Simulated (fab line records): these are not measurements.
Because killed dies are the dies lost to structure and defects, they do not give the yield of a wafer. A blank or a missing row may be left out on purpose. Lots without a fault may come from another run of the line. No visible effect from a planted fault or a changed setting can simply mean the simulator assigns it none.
Matching of chambers    flow nandHarc    NHARC_A_STAIRCASE_DESCUM_291 on rieDiel-13 has 4 sister chambers
The step chemistry O2, time 3 s. 14 wafers are shown with their chamber, then 7 later ones without.

== EACH WAFER AND ITS CHAMBER ==
wafer   chamber  oesProductAu (a.u.)  rfVppV (V)  o2FlowSccm (sccm)
L075.1  3        0.995                57.6        199.1
L075.3  2        0.990                59.3        200.7
L075.5  2        0.996                57.9        199.5
L076.2  3        1.004                59.6        199.5
L076.4  2        0.998                58.5        198.7
L076.6  0        0.986                57.3        199.9
L077.2  2        0.996                58.3        200.1
L077.4  3        1.019                57.8        200.1
L077.5  0        0.991                56.9        199.8
L081.1  1        0.997                59.0        199.8
L081.3  2        1.004                57.4        199.8
L081.5  3        1.003                57.2        198.8
L079.1  1        0.998                57.8        200.0
L079.2  0        0.989                56.7        200.2

SIGNATURES (means of the wafers above)
reading       chamber 0  chamber 1  chamber 2  chamber 3  scatter within a chamber
oesProductAu  0.98867    0.99750    0.99680    1.00525    0.00644
rfVppV        56.967     58.400     58.280     58.050     0.794
o2FlowSccm    199.967    199.900    199.760    199.375    0.57
Rule: for each reading, subtract the chamber's mean from the wafer's reading, divide by that reading's scatter and square the result; add these up over the readings and take the root, which gives the wafer's distance from the chamber. If the next closest chamber is less than 2 further off than the closest, the wafer can't be placed; otherwise it belongs to the closest. How the scatter is found: for the shown wafers, subtract from each reading the mean of its chamber, square and add these, divide the total by (wafers less chambers), then take the root.

== WAFERS WHOSE CHAMBER IS MISSING ==
wafer   oesProductAu (a.u.)  rfVppV (V)  o2FlowSccm (sccm)
L079.6  0.982                57.4        200.2
L085.1  1.013                57.4        200.3
L085.3  0.996                55.5        199.8
L085.6  1.009                57.5        200.5
L097.2  0.996                57.7        200.5
L097.4  1.005                56.3        200.3
L097.6  1.004                57.2        200.2

== EACH ONE'S CHAMBER ==
wafer   from the rows above                in truth
L079.6  can't be placed: 0 or 2 or 1       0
L085.1  can't be placed: 3 or 1 or 2 or 0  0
L085.3  can't be placed: 0 or 2 or 3 or 1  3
L085.6  can't be placed: 3 or 1 or 2 or 0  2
L097.2  can't be placed: 1 or 2 or 0 or 3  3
L097.4  can't be placed: 0 or 3 or 2 or 1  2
L097.6  can't be placed: 3 or 1 or 2 or 0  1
Correct placement for 0 of the 7. From these rows, 7 cannot be placed; in 7 the true chamber is one of the candidates. 0 placed wrongly.
